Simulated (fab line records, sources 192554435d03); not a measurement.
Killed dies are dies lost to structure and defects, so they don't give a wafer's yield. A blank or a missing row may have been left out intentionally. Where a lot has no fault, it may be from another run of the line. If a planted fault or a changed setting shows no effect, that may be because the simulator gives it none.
Struck lot and sound lot, side by side :: flow n5 finfet :: 13 steps out of a route of 1938
Sound: these wafers, L838.1, L838.3, L838.4. Struck: wafer L828.4 (L828.1, L828.6, from the same lot, were not struck and are left out); the cause is given at the end.
For every step that has rows: the tool of each side, followed by ch and its chambers, followed by its first start. Under that, the readings that differ: sound wafers :: struck wafers :: difference of the means :: sigmas: that difference in standard deviations of wafers without a fault.
alike: same words and numbers on both sides, and readings whose means sit less than 2 such deviations apart. not compared: any withheld reading, any reading some wafer has no value for, any bound like >300 that may hide the same value, and any number with overlapping values for which the record gives no deviation.
A row with sigmas, a row that says differs or no value, or rows on one side alone: a step with any of these is where the two part. Numbers that have no deviation but don't overlap get no sigmas and don't part them. A reading missing from all wafers of one side parts the sides only when that side holds two or more wafers.

first, 9 steps without rows for these wafers: N5_HKMG_FIN_SOFTBAKE_07 (time 60 s); N5_HKMG_FIN_EXPOSE_09 (exposes mask NWFM); N5_HKMG_FIN_PEB_10 (peb time 60 s); N5_HKMG_FIN_DEVELOP_11 (develop time 30 s); N5_HKMG_FIN_DESCUM_17 (chemistry O2, time 7.9 s); N5_HKMG_FIN_ETCH_31 (etches SiARC in CF4, target depth 45.5 nm, time 75.8 s); N5_HKMG_FIN_ETCH_32 (etches SOC in N2/H2, target depth 240 nm, time 300 s); N5_HKMG_FIN_STRIP_33 (strips in N2/H2); N5_HKMG_FIN_STRIP_34 (strips in CF4).
N5_HKMG_FIN_ETCH_35: etches SOC in N2/H2, target depth 215.8 nm, time 243.4 s.
  sound on rie diel-05 ch 0,1,2, day 8 12:47; struck on rie diel-05 ch 0, day 5 21:17
reading: run length s (s)
sound: 267.6 266.8 266.8
struck: 289.5
difference: +22.4
sigmas: +61

reading: model.HKMG_FIN.feature depth nm (nm)
sound: 212.8 215.2 211.2
struck: 235.8
difference: +22.7
sigmas: 

reading: model.etch.depth nm (nm)
sound: 212.8 215.3 211.2
struck: 235.8
difference: +22.7
sigmas: 

reading: model.SOC_of_HKMG_FIN_COAT_29.thk nm (nm)
sound: 87.2 85.2 89
struck: 63.4
difference: -23.7
sigmas: 
  alike: chamber pressure mTorr, drypump motor current A, h2 flow sccm, oes product au, rf vpp V, showerhead plenum p Torr, throttle valve pct
  not compared: rf hours counter h
N5_HKMG_FIN_STRIP_92: strips SOC in N2/H2, time 20 s.
  sound on rie diel-05 ch 0,1,2, day 8 12:56; struck on rie diel-05 ch 0, day 5 21:26
reading: model.SOC_of_HKMG_FIN_COAT_29.thk nm (nm)
sound: 77 74.8 79
struck: 53.2
difference: -23.7
sigmas: 
  alike: chamber pressure mTorr, drypump motor current A, h2 flow sccm, oes product au, power w, rf vpp V, showerhead plenum p Torr, throttle valve pct
  not compared: rf hours counter h
then, 1 step without rows for these wafers: N5_HKMG_FIN_WET_ETCH_18 (etches TiN in SC1, time 55 s, target depth 5.2 nm, rinse time 30 s).
-- here the record skips 5 days between the struck wafers' starts before and after, leaving off in module HKMG_FIN and picking up in module BEOL_M4 (first step shown: number 1111 of the route) --
N5_BEOL_M4_RC_MEAS_101:
  sound on prober-01 ch 0, day 13 13:19; struck on prober-02 ch 0, day 10 18:22
  alike: DIBL_N, DIBL_P, IOFF_N, IOFF_P, ION_N, ION_P, SS_N, SS_P, VT_N, VT_P

## WHERE THEY PART
Only at N5_HKMG_FIN_ETCH_35, within this record. Later steps at which nothing parts them and some readings are alike: N5_HKMG_FIN_STRIP_92, N5_BEOL_M4_RC_MEAS_101.

WHY: whatever the simulator had introduced
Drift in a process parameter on rie diel-05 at N5_HKMG_FIN_ETCH_35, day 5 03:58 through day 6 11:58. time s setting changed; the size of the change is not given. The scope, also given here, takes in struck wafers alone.
